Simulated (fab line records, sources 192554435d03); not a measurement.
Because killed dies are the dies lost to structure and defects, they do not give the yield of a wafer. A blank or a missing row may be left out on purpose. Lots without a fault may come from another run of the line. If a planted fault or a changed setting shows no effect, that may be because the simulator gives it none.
A lot that was struck, set against a sound lot    flow n5 finfet    16 out of 1938 route steps
Sound: these wafers, L259.1, L259.2, L259.4. Struck: wafers L265.1, L265.2, L265.6. The cause is named last.
For every step that has rows: the tool of each side, followed by ch and its chambers, followed by its first start. Under that, the readings that differ: sound wafers    struck wafers    difference of the means    sigmas: that difference in standard deviations of wafers without a fault.
alike: readings with means less than 2 such deviations apart, plus words and numbers identical on both sides. not compared: withheld readings, readings lacking a value on some wafer, bounds such as >300 that could conceal the same value, and numbers that have no deviation in the record and whose values overlap.
A row with sigmas, a row that says differs or no value, or rows on one side alone: a step with any of these is where the two part. Numbers that have no deviation but don't overlap get no sigmas and don't part them. Lack of a reading on every wafer of one side parts them only where that side has two or more wafers.

first, 1 step without rows for these wafers: N5_BEOL_M0_SAQP_DEVELOP_39 (develop time 30 s).
N5_BEOL_M0_SAQP_CD_MEAS_40 targets a cd of 30 nm.
  sound on cd sem-03 ch 0, day 6 22:54; struck on cd sem-03 ch 0, day 8 19:39
  alike: cd nm
N5_BEOL_M0_SAQP_OVL_MEAS_41:
  sound on overlay-01 ch 0, day 6 22:56; struck on overlay-02 ch 0, day 8 19:41
  alike: M0_CUT1_OVL
N5_BEOL_M0_SAQP_INSPECT_42: inspects for defects (brightfield).
  sound on defect inspect-02, day 6 22:59; struck on defect inspect-02, day 8 19:44
  alike: raw defect count
N5_BEOL_M0_SAQP_DESCUM_45: chemistry O2, time 7 s.
  sound on rie diel-01 ch 0,1,2, day 6 23:07; struck on rie diel-01 ch 0,1, day 8 19:47
  alike: drypump motor current A, oes product au, rf vpp V, showerhead plenum p Torr, throttle valve pct
  not compared: rf hours counter h
N5_BEOL_M0_SAQP_ETCH_88: etches underlayer in N2/H2, target depth 6.5 nm, time 5.2 s.
  sound on rie diel-01 ch 0,1,2, day 6 23:09; struck on rie diel-01 ch 0,1, day 8 19:49
  alike: drypump motor current A, etch rf on time s, oes product au, rf vpp V, showerhead plenum p Torr, throttle valve pct
  not compared: rf hours counter h
then, 1 step without rows for these wafers: N5_BEOL_M0_SAQP_ETCH_73 (etches SiARC in CF4, target depth 19.5 nm, time 32.5 s).
N5_BEOL_M0_SAQP_CUT_ETCH_46: etches SOC in N2/H2, target depth 135 nm, overetch 27 nm, time 202.5 s.
  sound on rie diel-01 ch 0,1,2, day 6 23:12; struck on rie diel-01 ch 0,1, day 8 19:52
  alike: drypump motor current A, rf vpp V, showerhead plenum p Torr, throttle valve pct
  not compared: rf hours counter h
then, 2 steps without rows for these wafers: N5_BEOL_M0_SAQP_STRIP_74 (strips in N2/H2); N5_BEOL_M0_SAQP_STRIP_89 (strips in N2/H2).
N5_BEOL_M0_SAQP_ALD_48: deposits SiO2, target thk 20 nm, pulse time 1 s, co reactant pulse time 1 s.
  sound on ald sin-01 ch 0,1,3, day 6 23:52; struck on ald sin-01 ch 0,1,3, day 8 21:23
  alike: heater power outer w, heater power w, precursor pulse height rel
N5_BEOL_M0_SAQP_ETCH_49: etches SiO2 in CF4/O2, target depth 37 nm.
  sound on rie diel-01 ch 0,2,3, day 7 00:25; struck on rie diel-06 ch 0,1, day 8 21:55
  alike: drypump motor current A, oes product au, rf vpp V, showerhead plenum p Torr, throttle valve pct
  not compared: rf hours counter h
N5_BEOL_M0_SAQP_STRIP_75: strips in CF4.
  sound on rie diel-01 ch 0,2,3, day 7 00:31; struck on rie diel-06 ch 0,1, day 8 22:01
  no value came back on the struck wafers for any of 9 readings (bias power w (W), cf4 flow sccm (sccm) and others); on the sound wafers bias power w (W) reads 75.22 74.85 75.12
then, 1 step without rows for these wafers: N5_BEOL_M0_CUTY_COAT_50 (time 60 s, resist thk 15 nm).
-- here the record skips 4 days between the struck wafers' starts before and after, leaving off in module BEOL_M0_CUTY and picking up in module BEOL_M4 (first step shown: number 1111 of the route) --
N5_BEOL_M4_RC_MEAS_101:
  sound on prober-02 ch 0, day 9 12:37; struck on prober-02 ch 0, day 12 13:36
  alike: DIBL_N, DIBL_P, IOFF_N, IOFF_P, ION_N, ION_P, SS_N, SS_P, VT_N, VT_P
-- record jumps: 4 days separate the struck wafers' starts on either side; left off in module BEOL_M4, taken up again in module PASSIVATION, whose first shown step is the route's number 1936 --
N5_PASSIVATION_PROBE_49:
  sound on prober-01, day 14 01:16; struck on prober-01, day 17 00:19
  alike: defect limited yield, killed_at_M0_to_M3, killed_at_M4_up, killed at contacts, killed at front end, killed at other, killed dies, killed open, killed short, sort_bin_5_function, sort_bin_6_memory, sort n pass, sort yield pct

WHERE THEY PART
Only at N5_BEOL_M0_SAQP_STRIP_75, within this record. Later steps at which nothing parts them and some readings are alike: N5_BEOL_M4_RC_MEAS_101, N5_PASSIVATION_PROBE_49.

WHY: what had been put in by the simulator
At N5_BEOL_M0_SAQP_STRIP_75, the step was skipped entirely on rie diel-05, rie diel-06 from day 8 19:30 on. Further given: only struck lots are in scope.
